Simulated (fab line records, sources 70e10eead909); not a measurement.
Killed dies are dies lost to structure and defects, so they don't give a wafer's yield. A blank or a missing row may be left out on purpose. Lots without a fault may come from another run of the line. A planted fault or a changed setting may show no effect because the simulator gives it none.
Chamber matching | flow nand_harc | NHARC_A_STAIRCASE_TRIM_196 on rie_diel-01: 4 sister chambers
The step chemistry O2, time 211.2 s. 16 wafers are shown with their chamber, then 8 later ones without.

WAFERS WITH THEIR CHAMBER
wafer  | chamber | showerhead_plenum_p_Torr (Torr) | rf_vpp_V (V) | oes_product_au (a.u.)
L074.4 | 0       | 3.54                            | 58.1         | 1.000
L074.5 | 2       | 3.42                            | 57.3         | 1.025
L074.6 | 1       | 3.45                            | 57.9         | 1.004
L079.2 | 1       | 3.44                            | 58.2         | 0.996
L079.4 | 3       | 3.54                            | 58.5         | 0.991
L079.5 | 0       | 3.53                            | 57.3         | 0.981
L084.1 | 1       | 3.43                            | 55.8         | 0.999
L084.3 | 3       | 3.53                            | 58.7         | 1.006
L084.5 | 1       | 3.43                            | 57.9         | 0.995
L084.2 | 2       | 3.41                            | 56.0         | 1.001
L084.4 | 0       | 3.52                            | 57.4         | 1.000
L084.6 | 2       | 3.41                            | 57.5         | 1.005
L083.3 | 2       | 3.41                            | 56.7         | 1.011
L083.4 | 1       | 3.43                            | 58.1         | 1.011
L083.6 | 0       | 3.52                            | 57.5         | 1.001
L085.2 | 2       | 3.41                            | 57.9         | 0.999

SIGNATURES (means of the wafers above)
reading                  | chamber 0 | chamber 1 | chamber 2 | chamber 3 | scatter within a chamber
showerhead_plenum_p_Torr | 3.5275    | 3.4360    | 3.4120    | 3.5350    | 0.00777
rf_vpp_V                 | 57.575    | 57.580    | 57.080    | 58.600    | 0.744
oes_product_au           | 0.99550   | 1.00100   | 1.00820   | 0.99850   | 0.00915
Rule: a wafer's distance from a chamber is the root of the sum, over the readings, of the square of ((its reading less the chamber's mean) divided by the reading's scatter). The wafer belongs to the nearest chamber; if the next one is less than 2 further off, it can't be placed. The scatter: the root of (the sum of the squares of (reading less its chamber's mean) over the shown wafers, divided by (wafers less chambers)).

WAFERS WITHOUT THEIR CHAMBER
wafer  | showerhead_plenum_p_Torr (Torr) | rf_vpp_V (V) | oes_product_au (a.u.)
L085.5 | 3.41                            | 58.0         | 1.008
L085.6 | 3.53                            | 55.8         | 1.004
L097.2 | 3.51                            | 56.9         | 1.014
L097.3 | 3.39                            | 58.1         | 1.008
L097.5 | 3.51                            | 57.0         | 0.986
L097.1 | 3.41                            | 58.7         | 1.017
L097.4 | 3.50                            | 58.4         | 0.988
L097.6 | 3.50                            | 58.5         | 0.991

WHICH CHAMBER EACH WENT THROUGH
wafer  | from the rows above     | in truth
L085.5 | 2                       | 2
L085.6 | can't be placed: 0 or 3 | 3
L097.2 | can't be placed: 0 or 3 | 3
L097.3 | 2                       | 2
L097.5 | can't be placed: 0 or 3 | 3
L097.1 | can't be placed: 2 or 1 | 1
L097.4 | can't be placed: 0 or 3 | 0
L097.6 | can't be placed: 0 or 3 | 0
Placed correctly: 2 of 8. Can't be placed from these rows: 6 (the true chamber is among the candidates in 6). Placed wrongly: 0.
